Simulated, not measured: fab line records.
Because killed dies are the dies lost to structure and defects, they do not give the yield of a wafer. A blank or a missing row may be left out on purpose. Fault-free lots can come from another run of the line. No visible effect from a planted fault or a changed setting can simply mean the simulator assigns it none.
fab line records / flow n5_finfet
record: lots: 11 wafers: 33 last_day: 16
route steps=1938 shown BEOL_M7@1309
lots that met no fault: from a run of the same line without faults
start_h: hours from the record's first day to the start of the lot's first wafer shown / wait_h: time in hours since the lot's previous step / " the same as in the row above / L1.1+2: a single row standing in for several wafers / - either no value or no given start / * or withheld: withheld / < > ~ a bound
route shown NAME@n: names a module that has steps shown in the file, with the first one's number in the route / usual: mean/standard deviation of fault-free wafers / same: alike in all rows / chamber/n: place in a boat / sites: each site's reading / _std_site: standard deviation across them / _edge_site: inner sites' mean taken away from outer sites' mean / radius_mm: how far each site lies from the wafer's centre / mask NAME#n: copy n / behind: the tool/chamber that last shaped the wafer / hold: reason for holding the lot/hours on hold/outcome of the hold / device: whichever transistor did not switch (one of n, p or np) / end of line: the same wafers' tests at the end of the route / where a step has no rows: the recipe by itself / killed: not the wafer's yield, but the dies lost to structure and defects at the first sort / map: a wafer's dies, marking killed ones x, the rest . and places with no die _
set.NAME: the setting the step ran with; set.NAME@STEP: the setting that earlier step ran with / model.NAME: the simulator's own value behind a step, which no gauge read
the route's steps for a sample of lots (tables are steps, rows are wafers)
services: the hour from which a tool's chamber was out of use, counted from the record's first day as start_h (under 0 if before that day), plus the number of hours and why
== steps ==
step: N5_BEOL_M7_ETCH_41
recipe: chemistry: CH3F/O2 target: SiCN target_depth_a: 319 taper_deg: 2 time_s: 57.8 ion_energy_ev: 120 mask_material: TiN pressure_mtorr: 30 source_w: 395 bias_w: 75 Ar_flow_sccm: 150 CH3F_flow_sccm: 30 O2_flow_sccm: 20
usual: CH3F_flow_sccm: 30.01/0.091 drypump_motor_current_A: 5.8/0.42 oes_product_au: 0.81/0.083 rf_vpp_V: 297.6/1.7 showerhead_plenum_p_Torr: 2.01/0.073 throttle_valve_pct: 16.28/0.22
lot.wafer=L786.3 tool=rie_diel-02 chamber=1 start_h=- wait_h=- CH3F_flow_sccm=30.09 drypump_motor_current_A=6.2 oes_product_au=0.75 rf_hours_counter_h=152 rf_vpp_V=298.1 showerhead_plenum_p_Torr=2.08 throttle_valve_pct=16.04
lot.wafer=L786.4 tool=rie_diel-02 chamber=0 start_h=- wait_h=- CH3F_flow_sccm=30.09 drypump_motor_current_A=6.0 oes_product_au=0.83 rf_hours_counter_h=73 rf_vpp_V=300.1 showerhead_plenum_p_Torr=2.11 throttle_valve_pct=16.00
lot.wafer=L786.5 tool=rie_diel-02 chamber=2 start_h=- wait_h=- CH3F_flow_sccm=29.85 drypump_motor_current_A=6.2 oes_product_au=0.74 rf_hours_counter_h=- rf_vpp_V=294.0 showerhead_plenum_p_Torr=1.91 throttle_valve_pct=16.69
lot.wafer=L788.2 tool=rie_diel-06 chamber=3 start_h=- wait_h=- CH3F_flow_sccm=30.03 drypump_motor_current_A=5.8 oes_product_au=0.83 rf_hours_counter_h=89 rf_vpp_V=299.6 showerhead_plenum_p_Torr=2.10 throttle_valve_pct=16.02
lot.wafer=L788.4 tool=rie_diel-06 chamber=0 start_h=- wait_h=- CH3F_flow_sccm=29.88 drypump_motor_current_A=6.0 oes_product_au=0.67 rf_hours_counter_h=243 rf_vpp_V=297.7 showerhead_plenum_p_Torr=1.97 throttle_valve_pct=16.53
lot.wafer=L788.6 tool=rie_diel-06 chamber=2 start_h=- wait_h=- CH3F_flow_sccm=30.04 drypump_motor_current_A=5.2 oes_product_au=0.87 rf_hours_counter_h=- rf_vpp_V=299.5 showerhead_plenum_p_Torr=2.04 throttle_valve_pct=16.23
lot.wafer=L789.2 tool=rie_diel-02 chamber=3 start_h=- wait_h=- CH3F_flow_sccm=29.91 drypump_motor_current_A=5.6 oes_product_au=0.94 rf_hours_counter_h=18 rf_vpp_V=300.2 showerhead_plenum_p_Torr=2.14 throttle_valve_pct=16.15
lot.wafer=L789.4 tool=rie_diel-02 chamber=1 start_h=- wait_h=- CH3F_flow_sccm=30.04 drypump_motor_current_A=6.2 oes_product_au=0.74 rf_hours_counter_h=- rf_vpp_V=299.4 showerhead_plenum_p_Torr=2.08 throttle_valve_pct=16.05
lot.wafer=L789.5 tool=rie_diel-02 chamber=2 start_h=- wait_h=- CH3F_flow_sccm=29.98 drypump_motor_current_A=6.2 oes_product_au=0.74 rf_hours_counter_h=- rf_vpp_V=294.7 showerhead_plenum_p_Torr=1.91 throttle_valve_pct=16.71
lot.wafer=L790.3 tool=rie_diel-03 chamber=3 start_h=- wait_h=- CH3F_flow_sccm=30.00 drypump_motor_current_A=5.3 oes_product_au=0.97 rf_hours_counter_h=4 rf_vpp_V=297.3 showerhead_plenum_p_Torr=1.97 throttle_valve_pct=16.27
lot.wafer=L790.4 tool=rie_diel-03 chamber=0 start_h=- wait_h=- CH3F_flow_sccm=29.96 drypump_motor_current_A=6.6 oes_product_au=0.88 rf_hours_counter_h=33 rf_vpp_V=297.0 showerhead_plenum_p_Torr=1.96 throttle_valve_pct=16.20
lot.wafer=L790.5 tool=rie_diel-03 chamber=2 start_h=- wait_h=- CH3F_flow_sccm=29.92 drypump_motor_current_A=5.3 oes_product_au=0.74 rf_hours_counter_h=- rf_vpp_V=296.4 showerhead_plenum_p_Torr=1.92 throttle_valve_pct=16.40
lot.wafer=L791.1 tool=rie_diel-03 chamber=0 start_h=- wait_h=- CH3F_flow_sccm=29.93 drypump_motor_current_A=6.7 oes_product_au=0.86 rf_hours_counter_h=35 rf_vpp_V=297.6 showerhead_plenum_p_Torr=1.96 throttle_valve_pct=16.21
lot.wafer=L791.2 tool=rie_diel-03 chamber=2 start_h=- wait_h=- CH3F_flow_sccm=30.10 drypump_motor_current_A=5.3 oes_product_au=0.73 rf_hours_counter_h=159 rf_vpp_V=296.5 showerhead_plenum_p_Torr=1.92 throttle_valve_pct=16.41
lot.wafer=L791.6 tool=rie_diel-03 chamber=2 start_h=- wait_h=- CH3F_flow_sccm=29.77 drypump_motor_current_A=5.3 oes_product_au=0.74 rf_hours_counter_h=- rf_vpp_V=294.3 showerhead_plenum_p_Torr=1.91 throttle_valve_pct=16.41
lot.wafer=L792.1 tool=rie_diel-06 chamber=1 start_h=- wait_h=- CH3F_flow_sccm=30.02 drypump_motor_current_A=6.1 oes_product_au=0.90 rf_hours_counter_h=32 rf_vpp_V=299.8 showerhead_plenum_p_Torr=2.05 throttle_valve_pct=16.01
lot.wafer=L792.2 tool=rie_diel-06 chamber=2 start_h=- wait_h=- CH3F_flow_sccm=30.02 drypump_motor_current_A=5.2 oes_product_au=0.86 rf_hours_counter_h=52 rf_vpp_V=298.4 showerhead_plenum_p_Torr=2.04 throttle_valve_pct=16.26
lot.wafer=L792.5 tool=rie_diel-06 chamber=0 start_h=- wait_h=- CH3F_flow_sccm=30.06 drypump_motor_current_A=5.9 oes_product_au=0.67 rf_hours_counter_h=- rf_vpp_V=296.7 showerhead_plenum_p_Torr=1.97 throttle_valve_pct=16.55
lot.wafer=L799.3 tool=rie_diel-02 chamber=1 start_h=- wait_h=- CH3F_flow_sccm=30.16 drypump_motor_current_A=6.2 oes_product_au=0.73 rf_hours_counter_h=182 rf_vpp_V=298.8 showerhead_plenum_p_Torr=2.07 throttle_valve_pct=16.09
lot.wafer=L799.4 tool=rie_diel-02 chamber=3 start_h=- wait_h=- CH3F_flow_sccm=30.16 drypump_motor_current_A=5.5 oes_product_au=0.89 rf_hours_counter_h=39 rf_vpp_V=299.7 showerhead_plenum_p_Torr=2.13 throttle_valve_pct=16.18
lot.wafer=L799.6 tool=rie_diel-02 chamber=2 start_h=- wait_h=- CH3F_flow_sccm=30.11 drypump_motor_current_A=6.2 oes_product_au=0.72 rf_hours_counter_h=- rf_vpp_V=294.7 showerhead_plenum_p_Torr=1.90 throttle_valve_pct=16.75
lot.wafer=L803.1 tool=rie_diel-06 chamber=2 start_h=- wait_h=- CH3F_flow_sccm=29.91 drypump_motor_current_A=5.2 oes_product_au=0.83 rf_hours_counter_h=75 rf_vpp_V=298.0 showerhead_plenum_p_Torr=2.03 throttle_valve_pct=16.29
lot.wafer=L803.3 tool=rie_diel-06 chamber=0 start_h=- wait_h=- CH3F_flow_sccm=30.02 drypump_motor_current_A=6.0 oes_product_au=0.94 rf_hours_counter_h=13 rf_vpp_V=299.0 showerhead_plenum_p_Torr=1.97 throttle_valve_pct=16.10
lot.wafer=L803.6 tool=rie_diel-06 chamber=1 start_h=- wait_h=- CH3F_flow_sccm=29.89 drypump_motor_current_A=6.1 oes_product_au=0.86 rf_hours_counter_h=- rf_vpp_V=298.3 showerhead_plenum_p_Torr=2.04 throttle_valve_pct=16.03
lot.wafer=L804.3 tool=rie_diel-06 chamber=1 start_h=- wait_h=- CH3F_flow_sccm=29.92 drypump_motor_current_A=6.1 oes_product_au=0.86 rf_hours_counter_h=51 rf_vpp_V=297.3 showerhead_plenum_p_Torr=2.04 throttle_valve_pct=16.04
lot.wafer=L804.5 tool=rie_diel-06 chamber=3 start_h=- wait_h=- CH3F_flow_sccm=30.09 drypump_motor_current_A=5.8 oes_product_au=0.79 rf_hours_counter_h=- rf_vpp_V=298.7 showerhead_plenum_p_Torr=2.09 throttle_valve_pct=16.08
lot.wafer=L804.6 tool=rie_diel-06 chamber=2 start_h=- wait_h=- CH3F_flow_sccm=30.10 drypump_motor_current_A=5.2 oes_product_au=0.83 rf_hours_counter_h=- rf_vpp_V=296.7 showerhead_plenum_p_Torr=2.03 throttle_valve_pct=16.29
lot.wafer=L805.2 tool=rie_diel-03 chamber=3 start_h=- wait_h=- CH3F_flow_sccm=29.95 drypump_motor_current_A=5.3 oes_product_au=0.89 rf_hours_counter_h=31 rf_vpp_V=295.4 showerhead_plenum_p_Torr=1.96 throttle_valve_pct=16.35
lot.wafer=L805.4 tool=rie_diel-03 chamber=1 start_h=- wait_h=- CH3F_flow_sccm=30.10 drypump_motor_current_A=5.9 oes_product_au=0.71 rf_hours_counter_h=205 rf_vpp_V=297.8 showerhead_plenum_p_Torr=2.07 throttle_valve_pct=16.61
lot.wafer=L805.6 tool=rie_diel-03 chamber=0 start_h=- wait_h=- CH3F_flow_sccm=29.94 drypump_motor_current_A=6.7 oes_product_au=0.84 rf_hours_counter_h=- rf_vpp_V=295.5 showerhead_plenum_p_Torr=1.95 throttle_valve_pct=16.24
lot.wafer=L808.1 tool=rie_diel-02 chamber=2 start_h=- wait_h=- CH3F_flow_sccm=30.07 drypump_motor_current_A=6.2 oes_product_au=0.71 rf_hours_counter_h=230 rf_vpp_V=295.2 showerhead_plenum_p_Torr=1.90 throttle_valve_pct=16.77
lot.wafer=L808.2 tool=rie_diel-02 chamber=1 start_h=- wait_h=- CH3F_flow_sccm=29.86 drypump_motor_current_A=6.3 oes_product_au=0.71 rf_hours_counter_h=196 rf_vpp_V=296.8 showerhead_plenum_p_Torr=2.07 throttle_valve_pct=16.12
lot.wafer=L808.6 tool=rie_diel-02 chamber=1 start_h=- wait_h=- CH3F_flow_sccm=29.92 drypump_motor_current_A=6.2 oes_product_au=0.70 rf_hours_counter_h=- rf_vpp_V=298.7 showerhead_plenum_p_Torr=2.07 throttle_valve_pct=16.11
step: N5_BEOL_M7_PRE_CLEAN_45
recipe: gas: H2/He time_s: 30 temp_c: 250
usual: heater_power_w: 325/34
lot.wafer=L786.3 tool=pvd_sputter-03 chamber=- start_h=184.37 wait_h=0.0 heater_power_w=333
lot.wafer=L786.4 tool=pvd_sputter-03 chamber=- start_h=184.37 wait_h=0.0 heater_power_w=343
lot.wafer=L786.5 tool=pvd_sputter-03 chamber=- start_h=184.37 wait_h=0.0 heater_power_w=341
lot.wafer=L788.2 tool=pvd_sputter-02 chamber=- start_h=206.64 wait_h=0.0 heater_power_w=305
lot.wafer=L788.4 tool=pvd_sputter-02 chamber=- start_h=206.64 wait_h=0.0 heater_power_w=311
lot.wafer=L788.6 tool=pvd_sputter-02 chamber=- start_h=206.64 wait_h=0.0 heater_power_w=321
lot.wafer=L789.2 tool=pvd_sputter-03 chamber=- start_h=208.31 wait_h=0.0 heater_power_w=339
lot.wafer=L789.4 tool=pvd_sputter-03 chamber=- start_h=208.31 wait_h=0.0 heater_power_w=339
lot.wafer=L789.5 tool=pvd_sputter-03 chamber=- start_h=208.31 wait_h=0.0 heater_power_w=331
lot.wafer=L790.3 tool=pvd_sputter-02 chamber=- start_h=211.36 wait_h=0.0 heater_power_w=316
lot.wafer=L790.4 tool=pvd_sputter-02 chamber=- start_h=211.36 wait_h=0.0 heater_power_w=306
lot.wafer=L790.5 tool=pvd_sputter-02 chamber=- start_h=211.36 wait_h=0.0 heater_power_w=313
lot.wafer=L791.1 tool=pvd_sputter-02 chamber=- start_h=220.59 wait_h=0.0 heater_power_w=324
lot.wafer=L791.2 tool=pvd_sputter-02 chamber=- start_h=220.59 wait_h=0.0 heater_power_w=306
lot.wafer=L791.6 tool=pvd_sputter-02 chamber=- start_h=220.59 wait_h=0.0 heater_power_w=238
lot.wafer=L792.1 tool=pvd_sputter-02 chamber=- start_h=229.58 wait_h=0.0 heater_power_w=236
lot.wafer=L792.2 tool=pvd_sputter-02 chamber=- start_h=229.58 wait_h=0.0 heater_power_w=308
lot.wafer=L792.5 tool=pvd_sputter-02 chamber=- start_h=229.58 wait_h=0.0 heater_power_w=306
lot.wafer=L799.3 tool=pvd_sputter-03 chamber=- start_h=271.56 wait_h=0.0 heater_power_w=343
lot.wafer=L799.4 tool=pvd_sputter-03 chamber=- start_h=271.56 wait_h=0.0 heater_power_w=333
lot.wafer=L799.6 tool=pvd_sputter-03 chamber=- start_h=271.56 wait_h=0.0 heater_power_w=336
lot.wafer=L803.1 tool=pvd_sputter-01 chamber=- start_h=293.91 wait_h=0.0 heater_power_w=359
lot.wafer=L803.3 tool=pvd_sputter-01 chamber=- start_h=293.91 wait_h=0.0 heater_power_w=308
lot.wafer=L803.6 tool=pvd_sputter-01 chamber=- start_h=293.91 wait_h=0.0 heater_power_w=397
lot.wafer=L804.3 tool=pvd_sputter-03 chamber=- start_h=301.13 wait_h=0.0 heater_power_w=298
lot.wafer=L804.5 tool=pvd_sputter-03 chamber=- start_h=301.13 wait_h=0.0 heater_power_w=296
lot.wafer=L804.6 tool=pvd_sputter-03 chamber=- start_h=301.13 wait_h=0.0 heater_power_w=339
lot.wafer=L805.2 tool=pvd_sputter-03 chamber=- start_h=307.24 wait_h=0.0 heater_power_w=336
lot.wafer=L805.4 tool=pvd_sputter-03 chamber=- start_h=307.24 wait_h=0.0 heater_power_w=294
lot.wafer=L805.6 tool=pvd_sputter-03 chamber=- start_h=307.24 wait_h=0.0 heater_power_w=331
lot.wafer=L808.1 tool=pvd_sputter-01 chamber=- start_h=318.51 wait_h=0.0 heater_power_w=359
lot.wafer=L808.2 tool=pvd_sputter-01 chamber=- start_h=318.51 wait_h=0.0 heater_power_w=310
lot.wafer=L808.6 tool=pvd_sputter-01 chamber=- start_h=318.51 wait_h=0.0 heater_power_w=317
step: N5_BEOL_M7_ECD_50
recipe: material: Cu target_thk_a: 3000
lot.wafer=L786.3+4+5 tool=ecd_cu-01 chamber=1,0,1 start_h=185.36 wait_h=0.1
lot.wafer=L788.2+4+6 tool=ecd_cu-01 chamber=0,1,1 start_h=207.46 wait_h=0.1
lot.wafer=L789.2+4+5 tool=ecd_cu-01 chamber=1 start_h=208.96 wait_h=0.1
lot.wafer=L790.3+4+5 tool=ecd_cu-01 chamber=0,1,0 start_h=212.09 wait_h=0.1
lot.wafer=L791.1+2+6 tool=ecd_cu-01 chamber=0,1,1 start_h=222.41 wait_h=0.1
lot.wafer=L792.1+2+5 tool=ecd_cu-01 chamber=0,1,0 start_h=230.52 wait_h=0.1
lot.wafer=L799.3+4+6 tool=ecd_cu-02 chamber=1,0,0 start_h=272.37 wait_h=0.1
lot.wafer=L803.1+3+6 tool=ecd_cu-01 chamber=1,0,0 start_h=294.64 wait_h=0.1
lot.wafer=L804.3+5+6 tool=ecd_cu-01 chamber=1,0,1 start_h=301.88 wait_h=0.1
lot.wafer=L805.2+4+6 tool=ecd_cu-01 chamber=1,0,0 start_h=309.06 wait_h=0.1
lot.wafer=L808.1+2+6 tool=ecd_cu-01 chamber=1,0,1 start_h=321.54 wait_h=0.1
step: N5_BEOL_M7_CMP_52
recipe: stop_on: SiCOH_lowk t_overpolish_s: 6.9 down_force_psi: 1 platen_rpm: 50 clearing_platen_down_force_psi: 1.5 clearing_platen_rpm: 50 post_cmp_clean: cu_alkaline target_thk_nm: 80 clearing_platen_pad_velocity_m_s: 0.99484 pad_velocity_m_s: 0.99484
usual: motor_current_A: 6.1/0.46 platen_rpm: 50.00/0.035 time_to_endpoint_s: 63.7/2.4
lot.wafer=L786.3 tool=cmp-03 chamber=2 start_h=185.86 wait_h=0.2 motor_current_A=6.0 platen_rpm=50.05 time_to_endpoint_s=57.5
lot.wafer=L786.4 tool=cmp-03 chamber=0 start_h=185.86 wait_h=0.2 motor_current_A=5.8 platen_rpm=49.99 time_to_endpoint_s=58.9
lot.wafer=L786.5 tool=cmp-03 chamber=3 start_h=185.86 wait_h=0.2 motor_current_A=6.5 platen_rpm=50.01 time_to_endpoint_s=61.7
lot.wafer=L788.2 tool=cmp-02 chamber=0 start_h=207.89 wait_h=0.2 motor_current_A=6.7 platen_rpm=50.03 time_to_endpoint_s=66.8
lot.wafer=L788.4 tool=cmp-02 chamber=1 start_h=207.89 wait_h=0.2 motor_current_A=6.2 platen_rpm=50.01 time_to_endpoint_s=64.5
lot.wafer=L788.6 tool=cmp-02 chamber=0 start_h=207.89 wait_h=0.2 motor_current_A=6.6 platen_rpm=50.02 time_to_endpoint_s=64.8
lot.wafer=L789.4 tool=cmp-02 chamber=0 start_h=209.54 wait_h=0.2 motor_current_A=6.7 platen_rpm=49.98 time_to_endpoint_s=62.1
lot.wafer=L789.2 tool=cmp-02 chamber=1 start_h=209.54 wait_h=0.2 motor_current_A=6.0 platen_rpm=49.94 time_to_endpoint_s=62.1
lot.wafer=L789.5 tool=cmp-02 chamber=3 start_h=209.54 wait_h=0.2 motor_current_A=6.5 platen_rpm=49.94 time_to_endpoint_s=64.4
lot.wafer=L790.3 tool=cmp-02 chamber=3 start_h=212.46 wait_h=0.2 motor_current_A=6.3 platen_rpm=49.99 time_to_endpoint_s=63.8
lot.wafer=L790.4 tool=cmp-02 chamber=1 start_h=212.46 wait_h=0.2 motor_current_A=5.9 platen_rpm=50.01 time_to_endpoint_s=114.6
lot.wafer=L790.5 tool=cmp-02 chamber=3 start_h=212.46 wait_h=0.2 motor_current_A=6.7 platen_rpm=50.01 time_to_endpoint_s=65.4
lot.wafer=L791.2 tool=cmp-04 chamber=2 start_h=222.99 wait_h=0.3 motor_current_A=6.5 platen_rpm=49.95 time_to_endpoint_s=62.3
lot.wafer=L791.1 tool=cmp-04 chamber=3 start_h=222.99 wait_h=0.3 motor_current_A=6.3 platen_rpm=50.00 time_to_endpoint_s=115.1
lot.wafer=L791.6 tool=cmp-04 chamber=2 start_h=222.99 wait_h=0.3 motor_current_A=6.5 platen_rpm=49.98 time_to_endpoint_s=62.8
lot.wafer=L792.1 tool=cmp-03 chamber=0 start_h=230.95 wait_h=0.3 motor_current_A=6.1 platen_rpm=50.01 time_to_endpoint_s=122.1
lot.wafer=L792.2 tool=cmp-03 chamber=3 start_h=230.95 wait_h=0.3 motor_current_A=6.4 platen_rpm=50.04 time_to_endpoint_s=60.7
lot.wafer=L792.5 tool=cmp-03 chamber=1 start_h=230.95 wait_h=0.3 motor_current_A=6.1 platen_rpm=49.92 time_to_endpoint_s=66.9
lot.wafer=L799.3 tool=cmp-04 chamber=0 start_h=273.81 wait_h=0.2 motor_current_A=5.3 platen_rpm=49.92 time_to_endpoint_s=66.4
lot.wafer=L799.4 tool=cmp-04 chamber=2 start_h=273.81 wait_h=0.2 motor_current_A=6.3 platen_rpm=49.98 time_to_endpoint_s=61.3
lot.wafer=L799.6 tool=cmp-04 chamber=0 start_h=273.81 wait_h=0.2 motor_current_A=4.8 platen_rpm=49.99 time_to_endpoint_s=61.8
lot.wafer=L803.1 tool=cmp-04 chamber=0 start_h=295.04 wait_h=0.3 motor_current_A=5.3 platen_rpm=50.02 time_to_endpoint_s=66.7
lot.wafer=L803.3 tool=cmp-04 chamber=3 start_h=295.04 wait_h=0.3 motor_current_A=6.2 platen_rpm=50.00 time_to_endpoint_s=66.1
lot.wafer=L803.6 tool=cmp-04 chamber=1 start_h=295.04 wait_h=0.3 motor_current_A=5.9 platen_rpm=50.03 time_to_endpoint_s=63.3
lot.wafer=L804.3 tool=cmp-04 chamber=1 start_h=302.32 wait_h=0.2 motor_current_A=5.7 platen_rpm=50.07 time_to_endpoint_s=65.2
lot.wafer=L804.6 tool=cmp-04 chamber=3 start_h=302.32 wait_h=0.2 motor_current_A=6.2 platen_rpm=50.01 time_to_endpoint_s=68.5
lot.wafer=L804.5 tool=cmp-04 chamber=0 start_h=302.32 wait_h=0.2 motor_current_A=5.1 platen_rpm=50.03 time_to_endpoint_s=64.6
lot.wafer=L805.2 tool=cmp-03 chamber=1 start_h=309.45 wait_h=0.2 motor_current_A=5.8 platen_rpm=49.96 time_to_endpoint_s=60.3
lot.wafer=L805.4 tool=cmp-03 chamber=2 start_h=309.45 wait_h=0.2 motor_current_A=6.0 platen_rpm=50.02 time_to_endpoint_s=60.2
lot.wafer=L805.6 tool=cmp-03 chamber=2 start_h=309.45 wait_h=0.2 motor_current_A=6.7 platen_rpm=49.98 time_to_endpoint_s=59.8
lot.wafer=L808.2 tool=cmp-04 chamber=1 start_h=321.96 wait_h=0.2 motor_current_A=5.9 platen_rpm=50.05 time_to_endpoint_s=61.1
lot.wafer=L808.1 tool=cmp-04 chamber=2 start_h=321.96 wait_h=0.2 motor_current_A=6.4 platen_rpm=50.01 time_to_endpoint_s=59.4
lot.wafer=L808.6 tool=cmp-04 chamber=2 start_h=321.96 wait_h=0.2 motor_current_A=6.5 platen_rpm=50.01 time_to_endpoint_s=59.9
step: N5_BEOL_M7_RS_MEAS_57
recipe: thk_meas_gauge: four-point-probe reads: Cu_of_BEOL_M7_ECD_50+Co_of_BEOL_M7_CVD_78+TaN_of_BEOL_M7_ALD_77
usual: M7_RS: 0.283/0.0074
lot.wafer=L786.3 tool=film_metro-02 chamber=- start_h=186.29 wait_h=0.1 M7_RS[ohm/sq]=0.294
lot.wafer=L786.4 tool=film_metro-02 chamber=- start_h=186.29 wait_h=0.1 M7_RS[ohm/sq]=0.286
lot.wafer=L786.5 tool=film_metro-02 chamber=- start_h=186.29 wait_h=0.1 M7_RS[ohm/sq]=0.296
lot.wafer=L788.2 tool=film_metro-01 chamber=- start_h=208.30 wait_h=0.1 M7_RS[ohm/sq]=0.286
lot.wafer=L788.4 tool=film_metro-01 chamber=- start_h=208.30 wait_h=0.1 M7_RS[ohm/sq]=0.290
lot.wafer=L788.6 tool=film_metro-01 chamber=- start_h=208.30 wait_h=0.1 M7_RS[ohm/sq]=0.280
lot.wafer=L789.2 tool=film_metro-01 chamber=- start_h=209.92 wait_h=0.1 M7_RS[ohm/sq]=0.269
lot.wafer=L789.4 tool=film_metro-01 chamber=- start_h=209.92 wait_h=0.1 M7_RS[ohm/sq]=0.283
lot.wafer=L789.5 tool=film_metro-01 chamber=- start_h=209.92 wait_h=0.1 M7_RS[ohm/sq]=0.286
lot.wafer=L790.3 tool=film_metro-02 chamber=- start_h=212.89 wait_h=0.1 M7_RS[ohm/sq]=0.278
lot.wafer=L790.4 tool=film_metro-02 chamber=- start_h=212.89 wait_h=0.1 M7_RS[ohm/sq]=0.275
lot.wafer=L790.5 tool=film_metro-02 chamber=- start_h=212.89 wait_h=0.1 M7_RS[ohm/sq]=0.286
lot.wafer=L791.1 tool=film_metro-01 chamber=- start_h=223.42 wait_h=0.1 M7_RS[ohm/sq]=0.273
lot.wafer=L791.2 tool=film_metro-01 chamber=- start_h=223.42 wait_h=0.1 M7_RS[ohm/sq]=0.293
lot.wafer=L791.6 tool=film_metro-01 chamber=- start_h=223.42 wait_h=0.1 M7_RS[ohm/sq]=0.291
lot.wafer=L792.1 tool=film_metro-01 chamber=- start_h=231.41 wait_h=0.1 M7_RS[ohm/sq]=0.278
lot.wafer=L792.2 tool=film_metro-01 chamber=- start_h=231.41 wait_h=0.1 M7_RS[ohm/sq]=0.287
lot.wafer=L792.5 tool=film_metro-01 chamber=- start_h=231.41 wait_h=0.1 M7_RS[ohm/sq]=0.288
lot.wafer=L799.3 tool=film_metro-01 chamber=- start_h=274.20 wait_h=0.1 M7_RS[ohm/sq]=0.277
lot.wafer=L799.4 tool=film_metro-01 chamber=- start_h=274.20 wait_h=0.1 M7_RS[ohm/sq]=0.261
lot.wafer=L799.6 tool=film_metro-01 chamber=- start_h=274.20 wait_h=0.1 M7_RS[ohm/sq]=0.276
lot.wafer=L803.1 tool=film_metro-02 chamber=- start_h=295.46 wait_h=0.1 M7_RS[ohm/sq]=0.287
lot.wafer=L803.3 tool=film_metro-02 chamber=- start_h=295.46 wait_h=0.1 M7_RS[ohm/sq]=0.275
lot.wafer=L803.6 tool=film_metro-02 chamber=- start_h=295.46 wait_h=0.1 M7_RS[ohm/sq]=0.279
lot.wafer=L804.3 tool=film_metro-02 chamber=- start_h=302.67 wait_h=0.1 M7_RS[ohm/sq]=0.279
lot.wafer=L804.5 tool=film_metro-02 chamber=- start_h=302.67 wait_h=0.1 M7_RS[ohm/sq]=0.282
lot.wafer=L804.6 tool=film_metro-02 chamber=- start_h=302.67 wait_h=0.1 M7_RS[ohm/sq]=0.279
lot.wafer=L805.2 tool=film_metro-02 chamber=- start_h=309.88 wait_h=0.1 M7_RS[ohm/sq]=0.276
lot.wafer=L805.4 tool=film_metro-02 chamber=- start_h=309.88 wait_h=0.1 M7_RS[ohm/sq]=0.291
lot.wafer=L805.6 tool=film_metro-02 chamber=- start_h=309.88 wait_h=0.1 M7_RS[ohm/sq]=0.285
lot.wafer=L808.1 tool=film_metro-01 chamber=- start_h=322.39 wait_h=0.1 M7_RS[ohm/sq]=0.290
lot.wafer=L808.2 tool=film_metro-01 chamber=- start_h=322.39 wait_h=0.1 M7_RS[ohm/sq]=0.290
lot.wafer=L808.6 tool=film_metro-01 chamber=- start_h=322.39 wait_h=0.1 M7_RS[ohm/sq]=0.285
== services ==
tool=cmp-04 chamber=- start_h=164.22 hours=2.1 kind=repair
tool=cmp-03 chamber=- start_h=164.27 hours=0.9 kind=repair
tool=rie_diel-03 chamber=3 start_h=164.52 hours=1.7 kind=repair
tool=cmp-04 chamber=- start_h=174.93 hours=1.3 kind=repair
tool=cmp-03 chamber=- start_h=175.11 hours=3.4 kind=pm
tool=rie_diel-06 chamber=- start_h=179.18 hours=14.6 kind=pm
tool=cmp-03 chamber=- start_h=195.42 hours=1.8 kind=repair
tool=rie_diel-02 chamber=0 start_h=201.01 hours=9.1 kind=repair
tool=ecd_cu-01 chamber=- start_h=201.30 hours=2.5 kind=repair
tool=cmp-04 chamber=- start_h=209.28 hours=0.9 kind=repair
tool=rie_diel-02 chamber=2 start_h=223.76 hours=6.1 kind=repair
tool=cmp-02 chamber=- start_h=227.66 hours=5.5 kind=pm
tool=rie_diel-02 chamber=2 start_h=237.18 hours=4.4 kind=repair
tool=cmp-03 chamber=- start_h=238.32 hours=4.0 kind=pm
tool=rie_diel-06 chamber=2 start_h=241.17 hours=1.2 kind=repair
tool=ecd_cu-01 chamber=- start_h=250.82 hours=1.4 kind=repair
tool=ecd_cu-02 chamber=- start_h=257.23 hours=3.9 kind=repair
tool=rie_diel-06 chamber=3 start_h=259.63 hours=4.8 kind=repair
tool=cmp-04 chamber=- start_h=260.31 hours=1.5 kind=repair
tool=rie_diel-06 chamber=- start_h=298.79 hours=0.8 kind=repair
tool=ecd_cu-01 chamber=- start_h=303.38 hours=4.1 kind=pm
tool=ecd_cu-02 chamber=- start_h=303.58 hours=0.6 kind=repair
tool=cmp-04 chamber=- start_h=305.17 hours=4.0 kind=pm
tool=cmp-03 chamber=- start_h=305.80 hours=0.5 kind=repair
== key ==
first_sign: step: N5_BEOL_M7_CMP_52 reading: time_to_endpoint_s direction: up sigmas: 22 usual: * struck: *
effect none on later readings
met_at N5_BEOL_M7_ECD_50
struck_lots L790,L791,L792
struck_wafers L790.4,L791.1,L792.1
not_acting_at N5_BEOL_M7_ETCH_41,N5_BEOL_M7_PRE_CLEAN_45,N5_BEOL_M7_RS_MEAS_57
onset_between 208.96 212.09
fault: kind: process_parameter_drift tool: ecd_cu-01 chamber: - onset_h: 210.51 steps: N5_BEOL_M7_ECD_50 channel: target_thk_a offset: * shape: step end_h: 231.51 scope: struck_wafers_only acts_in: * stated: *
